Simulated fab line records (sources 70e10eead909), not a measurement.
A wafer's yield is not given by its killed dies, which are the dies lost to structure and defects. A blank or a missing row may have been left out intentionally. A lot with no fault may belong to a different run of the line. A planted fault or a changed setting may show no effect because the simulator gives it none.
fab line records ; flow nandHarc
record: lots: 7; wafers: 21; lastDay: 24
route steps=1159 shown P_GATE@144
lots with no fault: from the same line, run without faults
startH: hours from the record's opening day to when the first of the lot's shown wafers began ; waitH: hours elapsed since this lot's preceding step ; " unchanged from the row above ; L1.1+2: a single row standing in for several wafers ; - either no value or no given start ; * or withheld: withheld ; < > ~ a bound
route shown NAME@n: NAME is a module with steps in the file, n the number in the route of the first one ; usual: average and standard deviation across the fault-free wafers ; same: alike in all rows ; chamber/n: place in a boat ; sites: readings site by site ; _std_site: standard deviation across them ; _edge_site: mean of outer sites minus mean of inner sites ; radiusMm: for every site, how far away it sits from the centre of the wafer ; mask NAME#n: copy n ; behind: tool/chamber where the wafer was last shaped ; hold: reason for holding the lot/hours on hold/outcome of the hold ; device: the transistor (n, p or np) that didn't switch ; end of line: tests of these same wafers at the route's end ; step lacking rows: just its recipe ; killed: dies that structure and defects cost at the first sort, which is not the same as the wafer's yield ; map: a wafer's dies, x killed, . not, _ none there
set.NAME: the setting as run; set.NAME@STEP: as run at that earlier step ; model.NAME: the simulator's own value behind a step, which no gauge read
lots at selected steps of the route; one table per step, one row per wafer
services: from which hour (startH, from the record's first day; less than 0 if before it) a tool's chamber was out of use, for how many hours, and why
== steps ==
step: NHARC_P_GATE_DESCUM_31
recipe: timeS: 3; o2FlowSccm: 200; arFlowSccm: 0; biasPowerW: 0; chemistry: O2
usual: chamberPressureMTorr: 60.00/0.052; drypumpMotorCurrentA: 5.59/0.29; o2FlowSccm: 200.0/0.61; oesProductAu: 1.001/0.0077; rfVppV: 57.8/0.85; showerheadPlenumPTorr: 1.93/0.077; throttleValvePct: 11.311/0.0087
lot.wafer;tool;chamber;startH;waitH;chamberPressureMTorr;drypumpMotorCurrentA;o2FlowSccm;oesProductAu;rfHoursCounterH;rfVppV;showerheadPlenumPTorr;throttleValvePct
L424.1;rieDiel-02;3;85.67;0.1;60.06;4.90;200.4;0.994;37;58.2;1.92;11.303
L424.3;rieDiel-02;0;85.67;0.1;59.95;5.65;200.6;0.989;38;57.4;2.05;11.310
L424.4;rieDiel-02;2;85.67;0.1;60.03;6.22;200.7;0.998;38;58.1;2.03;11.301
L432.1;rieDiel-12;0;140.87;0.1;59.97;5.52;200.4;1.005;19;58.5;2.02;11.308
L432.5;rieDiel-12;2;140.87;0.1;59.96;5.87;198.8;0.992;-;56.4;1.85;11.308
L432.6;rieDiel-12;3;140.87;0.1;60.02;5.40;200.1;1.016;-;58.1;1.85;11.305
L436.3;rieDiel-12;0;168.96;0.1;60.02;5.51;200.2;1.008;25;56.6;2.02;11.305
L436.1;rieDiel-12;2;168.96;0.1;60.07;5.88;199.0;1.003;27;57.8;1.85;11.317
L436.4;rieDiel-12;3;168.96;0.1;59.98;5.44;199.0;1.005;21;58.2;1.85;11.307
L435.3;rieDiel-12;3;169.52;0.1;59.97;5.45;200.0;1.012;21;58.1;1.85;11.314
L435.2;rieDiel-12;1;169.52;0.1;60.09;5.77;200.7;1.002;27;56.7;1.91;11.293
L435.5;rieDiel-12;2;169.52;0.1;60.03;5.86;199.5;0.987;-;57.1;1.85;11.304
L439.1;rieDiel-12;1;178.77;0.1;60.09;5.78;199.7;1.003;29;57.0;1.91;11.303
L439.2;rieDiel-12;3;178.77;0.1;60.07;5.37;200.8;1.016;22;57.0;1.85;11.309
L439.5;rieDiel-12;1;178.77;0.1;60.02;5.77;199.5;1.002;-;57.3;1.91;11.323
L442.4;rieDiel-04;3;199.45;0.1;59.95;5.75;199.2;1.008;29;59.5;1.98;11.302
L442.2;rieDiel-04;0;199.45;0.1;59.99;5.38;200.3;1.005;30;57.8;1.86;11.304
L442.5;rieDiel-04;3;199.45;0.1;60.07;5.70;199.0;1.004;-;57.0;1.98;11.297
L445.4;rieDiel-04;0;209.71;0.3;60.09;5.35;200.0;0.998;33;58.2;1.86;11.309
L445.1;rieDiel-04;3;209.71;0.3;59.95;5.77;200.2;1.008;33;56.8;1.98;11.305
L445.5;rieDiel-04;0;209.71;0.3;60.02;5.37;200.3;1.011;-;57.4;1.86;11.315
step: NHARC_P_GATE_ETCH_104
recipe: targetDepthA: 600; timeS: withheld; cf4FlowSccm: 100; chf3FlowSccm: 30; arFlowSccm: 0; rfW: 500; biasW: 200; chemistry: CF4/CHF3
usual: chamberPressureMTorr: 24.996/0.022; drypumpMotorCurrentA: 5.59/0.29; oesProductAu: 0.954/0.018; rfVppV: 371.2/2.1; showerheadPlenumPTorr: 1.59/0.06; throttleValvePct: 16.802/0.0077
lot.wafer;tool;chamber;startH;waitH;chamberPressureMTorr;drypumpMotorCurrentA;oesProductAu;rfVppV;showerheadPlenumPTorr;throttleValvePct
L424.4;rieDiel-02;3;85.76;0.1;25.001;4.94;0.956;372.8;1.58;16.813
L424.1;rieDiel-02;0;85.76;0.1;24.990;5.62;0.965;375.5;1.68;16.795
L424.3;rieDiel-02;1;85.76;0.1;25.013;5.82;0.969;371.1;1.58;16.811
L432.1;rieDiel-12;1;140.94;0.1;24.975;5.80;0.982;370.9;1.57;16.809
L432.6;rieDiel-12;1;140.94;0.1;25.014;5.77;0.979;370.6;1.57;16.795
L432.5;rieDiel-12;2;140.94;0.1;25.011;5.86;0.958;369.8;1.53;16.793
L436.4;rieDiel-12;1;169.09;0.1;24.989;5.81;0.933;371.2;1.57;16.811
L436.1;rieDiel-12;2;169.09;0.1;25.033;5.87;0.919;369.1;1.53;16.790
L436.3;rieDiel-12;3;169.09;0.1;24.988;5.39;0.946;369.5;1.52;16.819
L435.2;rieDiel-12;3;169.90;0.3;24.996;5.41;0.956;369.0;1.52;16.817
L435.3;rieDiel-12;1;169.90;0.3;25.014;5.79;0.925;370.7;1.57;16.805
L435.5;rieDiel-12;3;169.90;0.3;24.985;5.42;0.961;369.3;1.52;16.798
L439.1;rieDiel-12;0;178.86;0.1;24.953;5.52;0.950;374.5;1.65;16.821
L439.2;rieDiel-12;2;178.86;0.1;25.013;5.87;0.946;370.5;1.52;16.806
L439.5;rieDiel-12;0;178.86;0.1;24.974;5.51;0.963;374.2;1.65;16.790
L442.2;rieDiel-04;3;199.54;0.1;24.986;5.72;0.942;371.6;1.63;16.802
L442.4;rieDiel-04;0;199.54;0.1;24.981;5.39;0.929;367.9;1.54;16.816
L442.5;rieDiel-04;3;199.54;0.1;24.956;5.75;0.932;371.3;1.63;16.811
L445.1;rieDiel-04;1;209.79;0.1;24.979;5.55;0.956;374.0;1.69;16.799
L445.4;rieDiel-04;3;209.79;0.1;25.042;5.72;0.979;371.9;1.63;16.790
L445.5;rieDiel-04;1;209.79;0.1;24.962;5.56;0.961;375.1;1.69;16.808
step: NHARC_P_GATE_HM_OPEN_105
recipe: targetDepthA: 3600; o2FlowSccm: 400; cosFlowSccm: 20; arFlowSccm: 0; rfW: 500; biasW: 300; chemistry: O2/COS
usual: chamberPressureMTorr: 19.999/0.018; drypumpMotorCurrentA: 5.59/0.3; o2FlowSccm: 400.1/1.2; oesProductAu: 1.002/0.0076; rfVppV: 467.8/2.7; showerheadPlenumPTorr: 3.15/0.12; throttleValvePct: 28.330/0.0095
lot.wafer;tool;chamber;startH;waitH;chamberPressureMTorr;drypumpMotorCurrentA;o2FlowSccm;oesProductAu;rfHoursCounterH;rfVppV;showerheadPlenumPTorr;throttleValvePct
L424.3;rieDiel-02;2;-;-;20.028;6.22;401.2;0.988;38;473.0;3.30;28.328
L424.4;rieDiel-02;0;-;-;19.992;5.64;401.3;0.996;38;471.4;3.33;28.322
L424.1;rieDiel-02;1;-;-;20.001;5.85;400.8;0.987;39;466.9;3.13;28.339
L432.1;rieDiel-12;2;-;-;20.001;5.86;398.6;0.992;20;466.0;3.03;28.332
L432.5;rieDiel-12;2;-;-;20.003;5.87;398.8;0.994;-;465.0;3.03;28.316
L432.6;rieDiel-12;3;-;-;19.954;5.42;400.2;1.006;-;464.2;3.03;28.330
L436.4;rieDiel-12;2;-;-;20.020;5.88;400.6;0.995;27;464.6;3.03;28.321
L436.1;rieDiel-12;0;-;-;20.000;5.55;401.4;1.000;25;469.2;3.28;28.328
L436.3;rieDiel-12;1;-;-;20.001;5.80;399.7;0.995;27;466.2;3.11;28.336
L435.2;rieDiel-12;1;-;-;19.970;5.80;400.0;1.006;27;467.5;3.11;28.332
L435.3;rieDiel-12;3;-;-;19.971;5.50;398.3;1.000;21;465.3;3.03;28.334
L435.5;rieDiel-12;2;-;-;19.954;5.85;399.5;0.994;-;465.3;3.03;28.330
L439.2;rieDiel-12;1;-;-;19.970;5.81;401.6;1.003;29;465.4;3.11;28.336
L439.1;rieDiel-12;3;-;-;19.983;5.42;399.9;1.005;22;465.9;3.02;28.325
L439.5;rieDiel-12;2;-;-;19.981;5.87;400.0;1.001;-;463.8;3.03;28.330
L442.4;rieDiel-04;1;-;-;20.024;5.57;399.1;0.998;27;471.5;3.36;28.339
L442.2;rieDiel-04;3;-;-;20.025;5.72;398.7;1.008;29;469.5;3.23;28.315
L442.5;rieDiel-04;1;-;-;20.000;5.56;397.6;1.004;-;471.7;3.36;28.330
L445.1;rieDiel-04;2;-;-;20.018;5.06;401.8;1.009;33;467.2;3.15;28.335
L445.4;rieDiel-04;0;-;-;20.027;5.38;404.2;1.003;33;466.1;3.05;28.339
L445.5;rieDiel-04;1;-;-;20.021;5.57;400.6;0.989;-;471.3;3.36;28.304
step: NHARC_P_GATE_STRIP_106
recipe: o2FlowSccm: 400; cosFlowSccm: 20; arFlowSccm: 0; biasW: 0; chemistry: O2/COS
step: NHARC_P_GATE_ETCH_114
recipe: targetDepthA: 300; overetchA: 30; timeS: 16.5; ionEnergyEv: 100; cf4FlowSccm: 80; o2FlowSccm: 20; arFlowSccm: 0; rfW: 300; biasW: 100; chemistry: CF4/O2
step: NHARC_P_GATE_ETCH_32
recipe: targetDepthA: 1500; overEtchFrac: 1; overEtchIonEnergyEv: 40; timeS: 100.1; hbrFlowSccm: 150; cl2FlowSccm: 50; rfW: 400; icpW: 400; biasW: 100; chemistry: HBr/Cl2
step: NHARC_P_GATE_STRIP_108
recipe: o2FlowSccm: 500; arFlowSccm: 0; biasW: 0; chemistry: O2
usual: chamberPressureMTorr: 60.00/0.054; drypumpMotorCurrentA: 5.61/0.28; o2FlowSccm: 500.0/1.3; oesProductAu: 1.001/0.0074; rfVppV: 57.9/0.85; showerheadPlenumPTorr: 3.54/0.13; throttleValvePct: 17.037/0.0099
lot.wafer;tool;chamber;startH;waitH;chamberPressureMTorr;drypumpMotorCurrentA;o2FlowSccm;oesProductAu;rfHoursCounterH;rfVppV;showerheadPlenumPTorr;throttleValvePct
L424.3;rieDiel-04;1;86.33;-;59.99;5.57;499.6;0.996;50;57.0;3.28;17.048
L424.4;rieDiel-04;2;86.33;-;60.07;5.08;500.1;1.013;51;59.1;3.59;17.053
L424.1;rieDiel-04;0;86.33;-;60.07;5.39;502.0;1.006;52;58.6;3.47;17.039
L432.1;rieDiel-12;1;141.52;-;59.93;5.78;500.3;1.000;20;57.1;3.52;17.059
L432.6;rieDiel-12;2;141.52;-;60.05;5.87;501.4;0.990;-;58.4;3.42;17.040
L432.5;rieDiel-12;3;141.52;-;60.05;5.44;500.9;1.002;-;56.2;3.42;17.037
L436.4;rieDiel-12;0;170.12;-;60.03;5.53;500.6;1.013;26;58.8;3.71;17.046
L436.3;rieDiel-12;1;170.12;-;60.06;5.79;499.5;1.003;28;57.8;3.52;17.020
L436.1;rieDiel-12;3;170.12;-;60.06;5.44;502.4;1.006;21;57.9;3.42;17.042
L435.3;rieDiel-12;2;170.54;-;60.07;5.88;498.5;0.982;28;58.8;3.42;17.039
L435.2;rieDiel-12;0;170.54;-;59.94;5.54;500.0;1.008;26;58.0;3.71;17.040
L435.5;rieDiel-12;2;170.54;-;59.93;5.87;497.9;0.999;-;57.2;3.42;17.045
L439.2;rieDiel-12;2;179.59;-;60.01;5.87;501.6;0.996;29;58.5;3.42;17.046
L439.1;rieDiel-12;0;179.59;-;59.96;5.52;500.2;1.007;27;58.6;3.71;17.049
L439.5;rieDiel-12;3;179.59;-;59.94;5.41;496.7;1.005;-;57.0;3.42;17.043
L442.2;rieDiel-12;2;200.75;-;60.00;5.87;499.6;1.001;34;56.3;3.42;17.043
L442.4;rieDiel-12;0;200.75;-;59.90;5.54;499.9;1.002;-;60.1;3.70;17.046
L442.5;rieDiel-12;2;200.75;-;59.98;5.88;498.8;1.002;-;56.5;3.42;17.054
L445.1;rieDiel-04;2;210.33;-;59.98;5.07;502.1;1.000;33;57.9;3.57;17.033
L445.4;rieDiel-04;3;210.33;-;59.99;5.77;500.9;1.006;33;57.9;3.65;17.044
L445.5;rieDiel-04;3;210.33;-;60.03;5.78;498.8;1.007;-;58.8;3.65;17.056
step: NHARC_P_GATE_CD_MEAS_33
usual: cdNm: 120.5/2
lot.wafer;tool;chamber;startH;waitH;cdNm
L424.1;cdSem-02;-;86.51;-;123.2
L424.3;cdSem-02;-;86.51;-;118.9
L424.4;cdSem-02;-;86.51;-;120.4
L432.1;cdSem-03;-;141.65;-;120.5
L432.5;cdSem-03;-;141.65;-;118.9
L432.6;cdSem-03;-;141.65;-;118.2
L436.1;cdSem-01;-;170.29;-;120.2
L436.3;cdSem-01;-;170.29;-;122.6
L436.4;cdSem-01;-;170.29;-;121.0
L435.2;cdSem-02;-;170.72;-;121.6
L435.3;cdSem-02;-;170.72;-;120.8
L435.5;cdSem-02;-;170.72;-;121.4
L439.1;cdSem-01;-;179.76;-;121.8
L439.2;cdSem-01;-;179.76;-;120.0
L439.5;cdSem-01;-;179.76;-;120.5
L442.2;cdSem-01;-;200.91;0.1;118.5
L442.4;cdSem-01;-;200.91;0.1;120.0
L442.5;cdSem-01;-;200.91;0.1;117.4
L445.1;cdSem-03;-;210.50;-;123.8
L445.4;cdSem-03;-;210.50;-;120.2
L445.5;cdSem-03;-;210.50;-;120.8
step: NHARC_P_GATE_STRIP_35
recipe: timeS: 600; tempC: 130; chemistry: SPM
step: NHARC_P_GATE_PRECLEAN_73
recipe: timeS: *; tempC: 50; bathAgeMin: 0; chemistry: SC1
step: NHARC_P_GATE_SRD_74
step: NHARC_P_GATE_ALD_36
recipe: targetThkA: 200; pulseTimeS: 60; aldCycles: 223; tempC: 400; material: SiNx
step: NHARC_P_GATE_ETCHBACK_37
recipe: targetDepthA: 345; timeS: 17.2; chf3FlowSccm: 50; o2FlowSccm: 10; arFlowSccm: 200; rfW: 500; biasW: 200; chemistry: CHF3/O2
usual: biasW: 200.0/0.64; chamberPressureMTorr: 25.000/0.022; drypumpMotorCurrentA: 5.6/0.32; o2FlowSccm: 10.00/0.035; oesProductAu: 0.95/0.037; rfVppV: 371.1/2.1; showerheadPlenumPTorr: 2.43/0.088; throttleValvePct: 20.573/0.0095
lot.wafer;tool;chamber;startH;waitH;biasW;chamberPressureMTorr;drypumpMotorCurrentA;o2FlowSccm;oesProductAu;rfHoursCounterH;rfVppV;showerheadPlenumPTorr;throttleValvePct
L424.1;rieDiel-12;3;96.50;-;200.2;25.018;5.4;10.03;0.93;11;369.3;2.33;20.581
L424.3;rieDiel-12;1;96.50;-;200.7;24.978;5.8;9.97;0.93;11;369.7;2.40;20.556
L424.4;rieDiel-12;2;96.50;-;200.0;24.991;5.9;9.99;0.92;11;369.5;2.33;20.574
L432.1;rieDiel-04;0;151.66;-;199.8;25.009;5.4;10.02;0.92;9;369.6;2.35;20.584
L432.6;rieDiel-04;0;151.66;-;199.6;24.972;5.4;9.99;0.92;-;369.8;2.35;20.574
L432.5;rieDiel-04;1;151.66;-;199.9;24.988;5.6;9.99;0.99;-;374.5;2.60;20.569
L435.2;rieDiel-04;2;180.66;-;-;-;-;-;-;-;-;-;-
L435.3;rieDiel-04;3;180.66;-;-;-;-;-;-;-;-;-;-
L435.5;rieDiel-04;3;180.66;-;-;-;-;-;-;-;-;-;-
L436.4;rieDiel-02;0;182.31;-;-;-;-;-;-;-;-;-;-
L436.1;rieDiel-02;1;182.31;-;-;-;-;-;-;-;-;-;-
L436.3;rieDiel-02;2;182.31;-;-;-;-;-;-;-;-;-;-
L439.2;rieDiel-02;3;189.82;-;-;-;-;-;-;-;-;-;-
L439.1;rieDiel-02;0;189.82;-;-;-;-;-;-;-;-;-;-
L439.5;rieDiel-02;3;189.82;-;-;-;-;-;-;-;-;-;-
L442.2;rieDiel-02;1;210.89;-;200.4;25.028;5.8;10.02;0.99;22;369.5;2.39;20.581
L442.4;rieDiel-02;2;210.89;-;200.2;25.022;6.2;10.01;0.99;23;372.7;2.52;20.572
L442.5;rieDiel-02;0;210.89;-;200.4;25.037;5.6;9.96;1.00;-;375.7;2.55;20.555
L445.4;rieDiel-12;2;220.49;-;201.1;25.016;5.9;10.01;1.00;1;370.0;2.32;20.571
L445.1;rieDiel-12;0;220.49;-;199.9;25.012;5.5;9.95;0.98;2;372.5;2.52;20.563
L445.5;rieDiel-12;3;220.49;-;199.1;24.980;5.5;9.93;1.00;-;369.2;2.32;20.575
step: NHARC_P_GATE_STRIP_101
recipe: timeS: 20; o2FlowSccm: 500; arFlowSccm: 0; biasW: 0; chemistry: O2
usual: chamberPressureMTorr: 60.00/0.051; drypumpMotorCurrentA: 5.6/0.32; o2FlowSccm: 499.9/1.6; oesProductAu: 0.999/0.0065; rfVppV: 57.9/0.87; showerheadPlenumPTorr: 3.56/0.12; throttleValvePct: 17.037/0.011
lot.wafer;tool;chamber;startH;waitH;chamberPressureMTorr;drypumpMotorCurrentA;o2FlowSccm;oesProductAu;rfHoursCounterH;rfVppV;showerheadPlenumPTorr;throttleValvePct
L424.1;rieDiel-12;1;96.59;0.1;59.97;5.8;498.6;0.992;11;56.8;3.53;17.033
L424.4;rieDiel-12;3;96.59;0.1;59.92;5.4;502.3;0.995;11;57.6;3.43;17.029
L424.3;rieDiel-12;0;96.59;0.1;59.94;5.5;501.7;0.997;10;59.2;3.72;17.043
L432.1;rieDiel-04;2;151.76;0.1;59.96;5.1;499.6;0.999;8;57.6;3.58;17.025
L432.6;rieDiel-04;2;151.76;0.1;60.03;5.1;499.5;1.008;-;58.3;3.58;17.025
L432.5;rieDiel-04;3;151.76;0.1;59.99;5.8;499.0;1.005;-;57.6;3.66;17.032
L435.2;rieDiel-04;0;180.80;0.1;60.01;5.4;498.1;1.011;23;58.3;3.45;17.048
L435.3;rieDiel-04;2;180.80;0.1;59.95;5.1;500.5;1.006;23;56.5;3.57;17.032
L435.5;rieDiel-04;3;180.80;0.1;59.95;5.7;501.2;1.008;-;57.8;3.65;17.006
L436.1;rieDiel-02;3;182.39;0.1;59.95;4.9;500.2;1.012;12;58.3;3.52;17.041
L436.4;rieDiel-02;0;182.39;0.1;60.02;5.7;500.8;1.008;12;57.6;3.74;17.040
L436.3;rieDiel-02;2;182.39;0.1;60.08;6.2;498.6;1.000;12;59.1;3.71;17.020
L439.2;rieDiel-02;1;189.91;0.1;60.02;5.9;498.9;0.990;15;57.3;3.51;17.052
L439.1;rieDiel-02;3;189.91;0.1;60.06;4.9;501.0;0.999;14;57.2;3.52;17.026
L439.5;rieDiel-02;1;189.91;0.1;59.99;5.9;499.9;0.997;-;57.3;3.51;17.047
L442.2;rieDiel-02;0;210.96;0.1;60.02;5.6;499.8;1.003;22;58.0;3.74;17.037
L442.4;rieDiel-02;1;210.96;0.1;59.91;5.8;499.6;0.984;22;58.3;3.51;17.040
L442.5;rieDiel-02;0;210.96;0.1;60.04;5.6;498.5;0.997;-;58.8;3.74;17.035
L445.1;rieDiel-12;2;220.59;0.1;59.95;5.9;500.6;1.013;1;58.1;3.42;17.032
L445.4;rieDiel-12;0;220.59;0.1;60.00;5.5;496.1;1.002;2;58.2;3.70;17.026
L445.5;rieDiel-12;3;220.59;0.1;59.97;5.4;500.2;1.003;-;57.9;3.42;17.042
== services ==
tool;chamber;startH;hours;kind
rieDiel-12;0;83.47;-;clean
rieDiel-12;1;83.47;-;clean
rieDiel-12;2;83.47;-;clean
rieDiel-12;3;83.47;-;clean
rieDiel-12;0;107.97;-;clean
rieDiel-12;1;107.97;-;clean
rieDiel-12;2;107.97;-;clean
rieDiel-12;3;107.97;-;clean
rieDiel-04;-;112.09;9.0;pm
rieDiel-12;3;116.65;4.4;repair
rieDiel-04;1;121.94;9.3;repair
rieDiel-04;-;130.91;2.7;repair
rieDiel-12;0;132.47;-;clean
rieDiel-12;1;132.47;-;clean
rieDiel-12;2;132.47;-;clean
rieDiel-12;3;132.47;-;clean
rieDiel-12;3;146.58;16.9;repair
rieDiel-02;-;151.26;9.0;pm
rieDiel-12;0;156.97;-;clean
rieDiel-12;1;156.97;-;clean
rieDiel-12;2;156.97;-;clean
rieDiel-12;1;198.75;4.1;repair
rieDiel-12;-;202.40;9.0;pm
rieDiel-02;1;218.06;10.4;repair
== key ==
firstSign: step: NHARC_P_GATE_ETCHBACK_37; reading: toolRecord; direction: missing
effect none on later readings
metAt NHARC_P_GATE_ETCHBACK_37
struckWafers L435.2,L435.3,L435.5,L436.1,L436.3,L436.4,L439.1,L439.2,L439.5
laterRowsLeftOut L435.2,L435.3,L435.5,L436.1,L436.3,L436.4,L439.1,L439.2,L439.5
sortLeftOut L435.2,L435.3,L435.5,L436.1,L436.3,L436.4,L439.1,L439.2,L439.5
testerLeftOut L435,L436,L439
onsetBetween 151.66 180.66
fault: kind: skippedStepWhole; tool: rieDiel-02,rieDiel-04; chamber: -; onsetH: 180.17; steps: NHARC_P_GATE_ETCHBACK_37; scope: struckLotsOnly
testerLeftOut: of these lots the tester's yield and bins aren't shown, on N5 and GAA mostly nor the transistor test; their killed dies are dies lost to structure and defects alone, not to doping, threshold or leakage, so they don't give the yield
sortLeftOut: the simulated sort isn't trusted on such a fault, so these wafers' sort isn't shown, and their yield isn't known
laterRowsLeftOut: the simulator's readings of these wafers behind a module that went badly wrong aren't trusted and aren't shown, but for the sort
